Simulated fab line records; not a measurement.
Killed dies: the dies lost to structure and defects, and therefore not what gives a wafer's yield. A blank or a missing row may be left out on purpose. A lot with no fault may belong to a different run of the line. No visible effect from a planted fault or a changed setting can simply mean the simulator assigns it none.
A struck lot beside a sound one ; flow nand harc ; 15 steps out of a route of 1302
Sound: wafers L233.1, L233.2, L233.4. Wafers struck: L241.4, L241.6. Last of all comes the cause.
For every step that has rows: the tool of each side, followed by ch and its chambers, followed by its first start. Under that, the readings that differ: sound wafers ; struck wafers ; difference of the means ; sigmas: that difference in standard deviations of wafers without a fault.
alike: a reading whose means differ by less than 2 such deviations, as well as words and numbers matching on both sides. not compared: withheld readings; readings where some wafer has no value; bounds like >300 that might hide an equal value; numbers whose values overlap and for which the record gives no deviation.
The two part at a step that has a row with sigmas, a row that says differs or no value, or rows on one side only. Numbers that have no deviation but don't overlap get no sigmas and don't part them. A reading missing from all wafers of one side parts the sides only when that side holds two or more wafers.

first, 1 step without rows for these wafers: NHARC_A_ONON_D1_DEP_12 (target thk 1000 nm).
NHARC_A_ONON_D1_THK_MEAS_14: measures by ellipsometry.
  struck on film metro-02, day 13 18:41; sound on film metro-02, day 9 17:41
  alike: thk nm
then, 2 steps without rows for these wafers: NHARC_A_ONON_D1_ANNEAL_15 (time 3600 s); NHARC_A_ONON_D1_DEP_16 (target thk 1000 nm).
NHARC_A_ONON_D1_THK_MEAS_18: measures by ellipsometry.
  struck on film metro-02, day 14 02:43; sound on film metro-02, day 10 01:30
reading;sound;struck;difference;sigmas
thk nm (nm);987 988 987;1021 1019;+33;+2
after that, 1 step with no rows for these wafers: NHARC_A_ONON_D1_DEP_19 (target thk 1000 nm).
NHARC_A_ONON_D1_THK_MEAS_21: measures by ellipsometry.
  struck on film metro-01, day 14 03:17; sound on film metro-02, day 10 02:04
reading;sound;struck;difference;sigmas
thk nm (nm);1021 1023 1023;991 990;-32;-3
after that, 1 step with no rows for these wafers: NHARC_A_ONON_D1_DEP_22 (target thk 1000 nm).
NHARC_A_ONON_D1_THK_MEAS_24: measures by ellipsometry.
  struck on film metro-02, day 14 03:51; sound on film metro-01, day 10 02:38
  alike: thk nm
after that, 1 step with no rows for these wafers: NHARC_A_ONON_D1_DEP_25 (target thk 1000 nm).
NHARC_A_ONON_D1_THK_MEAS_27: measures by ellipsometry.
  struck on film metro-01, day 14 04:25; sound on film metro-02, day 10 03:12
  alike: thk nm
NHARC_A_ONON_D1_DEP_28: target thk 1000 nm.
  sound on pecvd onon-02 ch 0, day 10 03:16; struck on pecvd onon-02 ch 0, day 14 04:39
  alike: nh3 flow sccm
NHARC_A_ONON_D1_THK_MEAS_30: measures by ellipsometry.
  struck on film metro-02, day 14 05:10; sound on film metro-01, day 10 03:46
reading;sound;struck;difference;sigmas
thk nm (nm);1011 1009 1010;606 606;-404;-40
  not compared: hold
NHARC_A_ONON_D1_DEP_33: deposits SiO2, target thk 200 nm.
  sound on pecvd-04 ch 0,1,2, day 10 03:52; struck on pecvd-03 ch 1,2, day 14 13:40
reading;sound;struck;difference;sigmas
hold;- - -;await dispo/8.3h/release await dispo/8.3h/release;no value on the sound wafers;
  alike: flow sccm, heater power w, throttle valve pct
-- break in the record here, with 16 days between the starts of the struck wafers on either side (left off in module A_ONON_D1, picked up again in module END, where the first step shown is number 1302 on the route) --
NHARC_END_SORT_01:
  sound on prober-01 ch 0, day 25 20:10; struck on prober-01 ch 0, day 30 12:22
reading;sound;struck;difference;sigmas
hold;- - -;await dispo/3.0h/release await dispo/3.0h/release;no value on the sound wafers;
killed at array;27 24 22;668 672;+646;+38
killed dies;30 31 33;677 677;+646;+38
  alike: killed at other, killed at periphery, killed open, killed short

WHERE THEY PART
Earliest at NHARC_A_ONON_D1_THK_MEAS_18; latest, in this record, at NHARC_END_SORT_01.

WHY: what the simulator had put in
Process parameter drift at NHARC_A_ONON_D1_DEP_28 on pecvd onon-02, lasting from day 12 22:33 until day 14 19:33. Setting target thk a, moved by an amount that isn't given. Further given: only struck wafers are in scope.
